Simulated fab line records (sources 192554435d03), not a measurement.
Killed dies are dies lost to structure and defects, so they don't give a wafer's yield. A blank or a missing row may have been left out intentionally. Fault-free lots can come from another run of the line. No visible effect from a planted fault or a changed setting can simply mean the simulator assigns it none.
Which tool is to blame? ; flow n5_finfet ; 6 lots with 16 wafers sampled at 4 steps, on a route of 1938 steps

## WHAT EACH GAUGE READ, for each wafer
N5_BEOL_M5_OVL_MEAS_12.
lot;measured;on;M5_OVL (nm)
L725;day 9 15:49;overlay-02;0.1 0.0 0.3
L726;day 9 19:46;overlay-02;-0.1 -0.7 -0.5
L731;day 10 05:25;overlay-02;-0.2 -0.6
L733;day 11 11:11;overlay-01;0.3 0.6 1.0
L743;day 13 21:16;overlay-01;0.5 -0.1
L746;day 14 14:01;overlay-02;0.9 0.8 0.5

## TOOL THAT RAN EACH LOT (tool first, then ch and the chambers of the sampled wafers, then the start)
lot;N5_BEOL_M4_PRE_CLEAN_60;N5_BEOL_M5_PECVD_70;N5_BEOL_M5_COAT_71
L725;cvd_co-02 ch 0,1,2, day 9 13:04;pecvd-03 ch 0,1, day 9 14:55;litho_track-01 ch 0, day 9 15:24
L726;cvd_co-02 ch 1,2, day 9 14:56;pecvd-02 ch 1,2, day 9 16:47;litho_track-01 ch 0, day 9 19:22
L731;cvd_co-01 ch 0,2, day 10 01:08;pecvd-03 ch 1,2, day 10 02:59;litho_track-01 ch 0, day 10 04:59
L733;cvd_co-02 ch 0,2, day 11 08:17;pecvd-02 ch 0,1, day 11 10:32;litho_track-01 ch 0, day 11 10:54
L743;cvd_co-01 ch 0,2, day 13 16:54;pecvd-02 ch 1, day 13 18:48;litho_track-03 ch 0, day 13 20:50
L746;cvd_co-02 ch 1,2, day 14 09:31;pecvd-01 ch 0,2, day 14 11:22;litho_track-03 ch 0, day 14 13:44
- N5_BEOL_M4_PRE_CLEAN_60: time 15 s.
- N5_BEOL_M5_PECVD_70: deposits SiO2 from TEOS/O2, target thk 16 nm, time 18 s.
- N5_BEOL_M5_COAT_71: time 60 s, resist thk 5 nm.

## THE ANSWER, worked out from the rows above alone
Rule: the lots themselves supply what counts as usual. Put in order of their means at a reading, lots are off if they are a third of the lots or fewer, leave a main group of 4 or more, and stand apart from it by a gap of 3 or more times the standard deviation of the main group's means; of several such gaps the widest counts. A main group is skipped when, at the precision printed for the reading in the tables above, its means are all equal. A lot without any number at a reading at which 4 lots or more have one is off too. Any other lot the step has rows for is counted as sound.
Across all readings shown, no lot is off: no conclusion can be drawn from this.

## WHAT THE SIMULATOR HAD INSERTED
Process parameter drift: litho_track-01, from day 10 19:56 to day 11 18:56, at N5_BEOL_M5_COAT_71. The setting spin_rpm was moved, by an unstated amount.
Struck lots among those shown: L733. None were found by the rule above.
